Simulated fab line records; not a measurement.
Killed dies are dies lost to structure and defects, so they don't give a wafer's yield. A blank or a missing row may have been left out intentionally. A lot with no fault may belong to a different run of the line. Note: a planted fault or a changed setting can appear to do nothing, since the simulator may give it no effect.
The tool behind it: which one? || flow nand-harc || 13 lots, 39 wafers sampled, at 5 steps of a route of 1159

== WHAT EACH GAUGE READ, for each wafer ==
NHARC_HYBRID_BOND_OVL_MEAS_05. Usual: overlay-x-nm -1 nm, standard deviation 32; overlay-y-nm 2 nm, standard deviation 31.
{"lot": "L340", "measured": "day 18 18:29", "on": "overlay-02", "overlay-x-nm (nm)": "-31 -16 -39", "overlay-y-nm (nm)": "51 -46 -22", "flag": ""}
{"lot": "L341", "measured": "day 18 18:31", "on": "overlay-01", "overlay-x-nm (nm)": "71 32 -13", "overlay-y-nm (nm)": "-28 -38 31", "flag": ""}
{"lot": "L342", "measured": "day 19 06:03", "on": "overlay-01", "overlay-x-nm (nm)": "11 1 13", "overlay-y-nm (nm)": "-46 2 17", "flag": ""}
{"lot": "L343", "measured": "day 19 06:03", "on": "overlay-02", "overlay-x-nm (nm)": "11 97 12", "overlay-y-nm (nm)": "-75 -52 21", "flag": ""}
{"lot": "L344", "measured": "day 20 04:07", "on": "overlay-02", "overlay-x-nm (nm)": "47 15 -23", "overlay-y-nm (nm)": "42 -18 37", "flag": ""}
{"lot": "L345", "measured": "day 20 04:07", "on": "overlay-01", "overlay-x-nm (nm)": "-29 -37 -26", "overlay-y-nm (nm)": "16 -2 15", "flag": ""}
{"lot": "L347", "measured": "day 20 12:26", "on": "overlay-02", "overlay-x-nm (nm)": "15 5", "overlay-y-nm (nm)": "0 6", "flag": ""}
{"lot": "L348", "measured": "day 20 12:28", "on": "overlay-02", "overlay-x-nm (nm)": -61, "overlay-y-nm (nm)": 33, "flag": ""}
{"lot": "L349", "measured": "day 22 00:02", "on": "overlay-02", "overlay-x-nm (nm)": "-59 14", "overlay-y-nm (nm)": "37 25", "flag": ""}
{"lot": "L356", "measured": "day 23 03:56", "on": "overlay-01", "overlay-x-nm (nm)": "-32 -17 27", "overlay-y-nm (nm)": "55 -43 -18", "flag": ""}
{"lot": "L360", "measured": "day 23 03:58", "on": "overlay-02", "overlay-x-nm (nm)": "47 -21 -3", "overlay-y-nm (nm)": "-20 38 39", "flag": ""}
{"lot": "L357", "measured": "day 23 22:38", "on": "overlay-01", "overlay-x-nm (nm)": "-53 -34 10", "overlay-y-nm (nm)": "16 -18 -10", "flag": ""}
{"lot": "L361", "measured": "day 24 04:44", "on": "overlay-01", "overlay-x-nm (nm)": "43 -10 9", "overlay-y-nm (nm)": "32 -6 -7", "flag": ""}

NHARC_END_SORT_01. Usual: defect-limited-yield 95.4 %, standard deviation 1.5; killed-at-array 26, standard deviation 9.6; killed-at-other 0.7, standard deviation 0.92; killed-at-periphery 3.8, standard deviation 2.7; killed-dies 31, standard deviation 10; killed-open 3.3, standard deviation 1.7; killed-short 1.8, standard deviation 1.3; sort_bin_2_pct 1.4 %, standard deviation 0.62; sort_bin_3_pct 0.23 %, standard deviation 0.21; sort_bin_4_pct 2.9 %, standard deviation 0.95; sort-n-pass 646, standard deviation 10; sort-rim-yield-pct 94 %, standard deviation 3.2; sort-yield-pct 95.4 %, standard deviation 1.5.
{"lot": "L347", "measured": "day 21 13:56", "on": "prober-02", "defect-limited-yield (%)": "96.6 96.2 0", "killed-at-array": "19 18 669", "killed-at-other": "0 1 0", "killed-at-periphery": "4 7 8", "killed-dies": "23 26 677", "killed-open": "1 2 2", "killed-short": "3 3 1", "sort_bin_2_pct (%)": "0.9 0.7 97.9", "sort_bin_3_pct (%)": "0 0 0", "sort_bin_4_pct (%)": "2.5 3.1 2.1", "sort-n-pass": "654 651 0", "sort-rim-yield-pct (%)": "92 93 0", "sort-yield-pct (%)": "96.6 96.2 0", "flag": "OFF"}
{"lot": "L348", "measured": "day 21 07:43", "on": "prober-02", "defect-limited-yield (%)": "95.6 0 0", "killed-at-array": "27 672 675", "killed-at-other": "0 0 0", "killed-at-periphery": "3 5 2", "killed-dies": "30 677 677", "killed-open": "0 4 2", "killed-short": "1 1 1", "sort_bin_2_pct (%)": "1.5 96.9 96.8", "sort_bin_3_pct (%)": "0.30 0.44 0.30", "sort_bin_4_pct (%)": "2.7 2.7 3.0", "sort-n-pass": "647 0 0", "sort-rim-yield-pct (%)": "96 0 0", "sort-yield-pct (%)": "95.6 0 0", "flag": "OFF"}
{"lot": "L349", "measured": "day 22 18:03", "on": "prober-01", "defect-limited-yield (%)": "94.2 92.9 0", "killed-at-array": "38 42 674", "killed-at-other": "0 1 0", "killed-at-periphery": "1 5 3", "killed-dies": "39 48 677", "killed-open": "4 3 3", "killed-short": "1 2 1", "sort_bin_2_pct (%)": "1.3 1.3 96.2", "sort_bin_3_pct (%)": "0.44 0.15 0.59", "sort_bin_4_pct (%)": "4.0 5.6 3.2", "sort-n-pass": "638 629 0", "sort-rim-yield-pct (%)": "97 94 0", "sort-yield-pct (%)": "94.2 92.9 0", "flag": "OFF"}
{"lot": "L357", "measured": "day 24 17:32", "on": "prober-01", "defect-limited-yield (%)": "95.9 95.6 95.3", "killed-at-array": "25 30 28", "killed-at-other": "1 0 1", "killed-at-periphery": "2 0 3", "killed-dies": "28 30 32", "killed-open": "2 5 1", "killed-short": "1 3 2", "sort_bin_2_pct (%)": "1.5 1.2 1.6", "sort_bin_3_pct (%)": "0 0.30 0", "sort_bin_4_pct (%)": "2.7 3.0 3.1", "sort-n-pass": "649 647 645", "sort-rim-yield-pct (%)": "91 97 89", "sort-yield-pct (%)": "95.9 95.6 95.3", "flag": ""}

== TOOL THAT RAN EACH LOT (tool first, then ch and the chambers of the sampled wafers, then the start) ==
{"lot": "L340", "NHARC_A_BONDPAD_PVD_27": "pvd-sputter-03, day 18 04:52", "NHARC_THIN_TSV_STRIP_45": "plasma-asher-02 ch 0,1, day 18 22:31", "NHARC_THIN_TSV_PRE_CLEAN_54": "pvd-sputter-03, day 19 02:34"}
{"lot": "L341", "NHARC_A_BONDPAD_PVD_27": "pvd-sputter-02, day 18 06:23", "NHARC_THIN_TSV_STRIP_45": "plasma-asher-02 ch 0,1, day 18 23:44", "NHARC_THIN_TSV_PRE_CLEAN_54": "pvd-sputter-02, day 19 03:38"}
{"lot": "L342", "NHARC_A_BONDPAD_PVD_27": "pvd-sputter-03, day 18 16:53", "NHARC_THIN_TSV_STRIP_45": "plasma-asher-02 ch 0,1, day 19 11:12", "NHARC_THIN_TSV_PRE_CLEAN_54": "pvd-sputter-02, day 19 15:07"}
{"lot": "L343", "NHARC_A_BONDPAD_PVD_27": "pvd-sputter-01, day 18 20:56", "NHARC_THIN_TSV_STRIP_45": "plasma-asher-01 ch 0,1, day 19 10:01", "NHARC_THIN_TSV_PRE_CLEAN_54": "pvd-sputter-03, day 19 13:55"}
{"lot": "L344", "NHARC_A_BONDPAD_PVD_27": "pvd-sputter-01, day 19 14:10", "NHARC_THIN_TSV_STRIP_45": "plasma-asher-01 ch 0,1, day 20 09:13", "NHARC_THIN_TSV_PRE_CLEAN_54": "pvd-sputter-01, day 20 13:20"}
{"lot": "L345", "NHARC_A_BONDPAD_PVD_27": "pvd-sputter-01, day 19 15:05", "NHARC_THIN_TSV_STRIP_45": "plasma-asher-02 ch 0,1, day 20 07:53", "NHARC_THIN_TSV_PRE_CLEAN_54": "pvd-sputter-02, day 20 11:46"}
{"lot": "L347", "NHARC_A_BONDPAD_PVD_27": "pvd-sputter-01, day 20 01:37", "NHARC_THIN_TSV_STRIP_45": "plasma-asher-01 ch 0,1, day 20 16:07", "NHARC_THIN_TSV_PRE_CLEAN_54": "pvd-sputter-03, day 20 20:18"}
{"lot": "L348", "NHARC_A_BONDPAD_PVD_27": "pvd-sputter-01, day 20 03:14", "NHARC_THIN_TSV_STRIP_45": "plasma-asher-02 ch 0, day 20 18:43", "NHARC_THIN_TSV_PRE_CLEAN_54": "pvd-sputter-02, day 20 22:42"}
{"lot": "L349", "NHARC_A_BONDPAD_PVD_27": "pvd-sputter-01, day 21 05:43", "NHARC_THIN_TSV_STRIP_45": "plasma-asher-02 ch 1, day 22 03:49", "NHARC_THIN_TSV_PRE_CLEAN_54": "pvd-sputter-03, day 22 08:00"}
{"lot": "L356", "NHARC_A_BONDPAD_PVD_27": "pvd-sputter-02, day 22 16:50", "NHARC_THIN_TSV_STRIP_45": "plasma-asher-01 ch 0, day 23 07:46", "NHARC_THIN_TSV_PRE_CLEAN_54": "pvd-sputter-01, day 23 11:43"}
{"lot": "L360", "NHARC_A_BONDPAD_PVD_27": "pvd-sputter-02, day 22 20:02", "NHARC_THIN_TSV_STRIP_45": "plasma-asher-01 ch 0,1, day 23 08:52", "NHARC_THIN_TSV_PRE_CLEAN_54": "pvd-sputter-03, day 23 12:39"}
{"lot": "L357", "NHARC_A_BONDPAD_PVD_27": "pvd-sputter-01, day 23 11:26", "NHARC_THIN_TSV_STRIP_45": "plasma-asher-01 ch 1, day 24 02:28", "NHARC_THIN_TSV_PRE_CLEAN_54": "pvd-sputter-01, day 24 06:14"}
{"lot": "L361", "NHARC_A_BONDPAD_PVD_27": "pvd-sputter-02, day 23 16:35", "NHARC_THIN_TSV_STRIP_45": "plasma-asher-01 ch 1, day 24 10:37", "NHARC_THIN_TSV_PRE_CLEAN_54": "pvd-sputter-02, day 24 14:39"}
- NHARC_A_BONDPAD_PVD_27: deposits Cu, target thk 30 nm, time 20.49 s.
- NHARC_THIN_TSV_STRIP_45: strips in O2.
- NHARC_THIN_TSV_PRE_CLEAN_54: time 30 s.

== WHAT THE TOOLS THEMSELVES READ (means of the sampled wafers that have a number; where no wafer has one, the mark that the record gives instead) ==
NHARC_A_BONDPAD_PVD_27. Usual: chamber-pressure-pa 5.000 Pa, standard deviation 0.0097; throttle-valve-pct 30.4 %, standard deviation 1.1.
{"lot": "L340", "tool": "pvd-sputter-03", "chamber-pressure-pa (Pa)": 5.002, "throttle-valve-pct (%)": 30.1, "flag": ""}
{"lot": "L341", "tool": "pvd-sputter-02", "chamber-pressure-pa (Pa)": 5.001, "throttle-valve-pct (%)": 29.1, "flag": ""}
{"lot": "L342", "tool": "pvd-sputter-03", "chamber-pressure-pa (Pa)": 4.998, "throttle-valve-pct (%)": 30.9, "flag": ""}
{"lot": "L343", "tool": "pvd-sputter-01", "chamber-pressure-pa (Pa)": 4.988, "throttle-valve-pct (%)": 30.6, "flag": ""}
{"lot": "L344", "tool": "pvd-sputter-01", "chamber-pressure-pa (Pa)": 4.999, "throttle-valve-pct (%)": 30.6, "flag": ""}
{"lot": "L345", "tool": "pvd-sputter-01", "chamber-pressure-pa (Pa)": 4.999, "throttle-valve-pct (%)": 29.8, "flag": ""}
{"lot": "L347", "tool": "pvd-sputter-01", "chamber-pressure-pa (Pa)": 4.992, "throttle-valve-pct (%)": 31.5, "flag": ""}
{"lot": "L348", "tool": "pvd-sputter-01", "chamber-pressure-pa (Pa)": 4.995, "throttle-valve-pct (%)": 30.8, "flag": ""}
{"lot": "L349", "tool": "pvd-sputter-01", "chamber-pressure-pa (Pa)": 5.007, "throttle-valve-pct (%)": 30.4, "flag": ""}
{"lot": "L356", "tool": "pvd-sputter-02", "chamber-pressure-pa (Pa)": 4.992, "throttle-valve-pct (%)": 31.2, "flag": ""}
{"lot": "L360", "tool": "pvd-sputter-02", "chamber-pressure-pa (Pa)": 5.001, "throttle-valve-pct (%)": 30.9, "flag": ""}
{"lot": "L357", "tool": "pvd-sputter-01", "chamber-pressure-pa (Pa)": 5.001, "throttle-valve-pct (%)": 29.5, "flag": ""}
{"lot": "L361", "tool": "pvd-sputter-02", "chamber-pressure-pa (Pa)": 5.004, "throttle-valve-pct (%)": 30.7, "flag": ""}

NHARC_THIN_TSV_STRIP_45. Usual: drypump-motor-current-A 5.8 A, standard deviation 0.44; heater-power-w 309 W, standard deviation 27; rf-refl-power-W 22 W, standard deviation 5.5.
{"lot": "L340", "tool": "plasma-asher-02", "drypump-motor-current-A (A)": 5.9, "heater-power-w (W)": 316, "rf-refl-power-W (W)": 20, "flag": ""}
{"lot": "L341", "tool": "plasma-asher-02", "drypump-motor-current-A (A)": 6.0, "heater-power-w (W)": 334, "rf-refl-power-W (W)": "-", "flag": "OFF"}
{"lot": "L342", "tool": "plasma-asher-02", "drypump-motor-current-A (A)": 6.0, "heater-power-w (W)": 335, "rf-refl-power-W (W)": 17, "flag": ""}
{"lot": "L343", "tool": "plasma-asher-01", "drypump-motor-current-A (A)": 5.9, "heater-power-w (W)": 289, "rf-refl-power-W (W)": 24, "flag": ""}
{"lot": "L344", "tool": "plasma-asher-01", "drypump-motor-current-A (A)": 5.9, "heater-power-w (W)": 286, "rf-refl-power-W (W)": 24, "flag": ""}
{"lot": "L345", "tool": "plasma-asher-02", "drypump-motor-current-A (A)": 6.0, "heater-power-w (W)": 337, "rf-refl-power-W (W)": 17, "flag": ""}
{"lot": "L347", "tool": "plasma-asher-01", "drypump-motor-current-A (A)": 5.7, "heater-power-w (W)": 291, "rf-refl-power-W (W)": 26, "flag": ""}
{"lot": "L348", "tool": "plasma-asher-02", "drypump-motor-current-A (A)": 5.8, "heater-power-w (W)": 294, "rf-refl-power-W (W)": 22, "flag": ""}
{"lot": "L349", "tool": "plasma-asher-02", "drypump-motor-current-A (A)": 6.1, "heater-power-w (W)": 356, "rf-refl-power-W (W)": 15, "flag": ""}
{"lot": "L356", "tool": "plasma-asher-01", "drypump-motor-current-A (A)": 6.3, "heater-power-w (W)": 293, "rf-refl-power-W (W)": 21, "flag": ""}
{"lot": "L360", "tool": "plasma-asher-01", "drypump-motor-current-A (A)": 5.9, "heater-power-w (W)": 293, "rf-refl-power-W (W)": 23, "flag": ""}
{"lot": "L357", "tool": "plasma-asher-01", "drypump-motor-current-A (A)": 5.1, "heater-power-w (W)": 295, "rf-refl-power-W (W)": "-", "flag": "OFF"}
{"lot": "L361", "tool": "plasma-asher-01", "drypump-motor-current-A (A)": 5.1, "heater-power-w (W)": 298, "rf-refl-power-W (W)": 30, "flag": ""}

NHARC_THIN_TSV_PRE_CLEAN_54. Usual: heater-power-w at 412 W, with a standard deviation of 48.
{"lot": "L340", "tool": "pvd-sputter-03", "heater-power-w (W)": 404, "flag": ""}
{"lot": "L341", "tool": "pvd-sputter-02", "heater-power-w (W)": 454, "flag": ""}
{"lot": "L342", "tool": "pvd-sputter-02", "heater-power-w (W)": 425, "flag": ""}
{"lot": "L343", "tool": "pvd-sputter-03", "heater-power-w (W)": 391, "flag": ""}
{"lot": "L344", "tool": "pvd-sputter-01", "heater-power-w (W)": 420, "flag": ""}
{"lot": "L345", "tool": "pvd-sputter-02", "heater-power-w (W)": 431, "flag": ""}
{"lot": "L347", "tool": "pvd-sputter-03", "heater-power-w (W)": 386, "flag": ""}
{"lot": "L348", "tool": "pvd-sputter-02", "heater-power-w (W)": 426, "flag": ""}
{"lot": "L349", "tool": "pvd-sputter-03", "heater-power-w (W)": 360, "flag": ""}
{"lot": "L356", "tool": "pvd-sputter-01", "heater-power-w (W)": 404, "flag": ""}
{"lot": "L360", "tool": "pvd-sputter-03", "heater-power-w (W)": 409, "flag": ""}
{"lot": "L357", "tool": "pvd-sputter-01", "heater-power-w (W)": 400, "flag": ""}
{"lot": "L361", "tool": "pvd-sputter-02", "heater-power-w (W)": 480, "flag": ""}

== THE ANSWER, worked out from the rows above alone ==
Rule: take the mean of a lot's wafers that have a number; if it is more than 3 standard deviations from the usual mean, the lot is off. Also off: a lot with no number at a reading for which 4 or more lots have one. Where the step has rows for the other lots, those lots are counted as sound. After the gauges, taken in route order, come the tools' own readings; for these a lot's mean is taken, as printed above. The first step at which some lot is off is used, and at that step the reading that is off furthest; a lot without a number counts as furthest.
Off, at NHARC_END_SORT_01 on sort_bin_2_pct: L347, L348, L349. Neither off nor sound, because the step has no rows for them: L340, L341, L342, L343, L344, L345, L356, L360, L361.
A tool fits if, at a process step before that reading, it ran every lot that is off, and no sound lot after the first of them. Gauges at NHARC_END_SORT_01: tried the same way as those tools. No candidate that was tried fits.

== WHAT WAS PUT IN BY THE SIMULATOR ==
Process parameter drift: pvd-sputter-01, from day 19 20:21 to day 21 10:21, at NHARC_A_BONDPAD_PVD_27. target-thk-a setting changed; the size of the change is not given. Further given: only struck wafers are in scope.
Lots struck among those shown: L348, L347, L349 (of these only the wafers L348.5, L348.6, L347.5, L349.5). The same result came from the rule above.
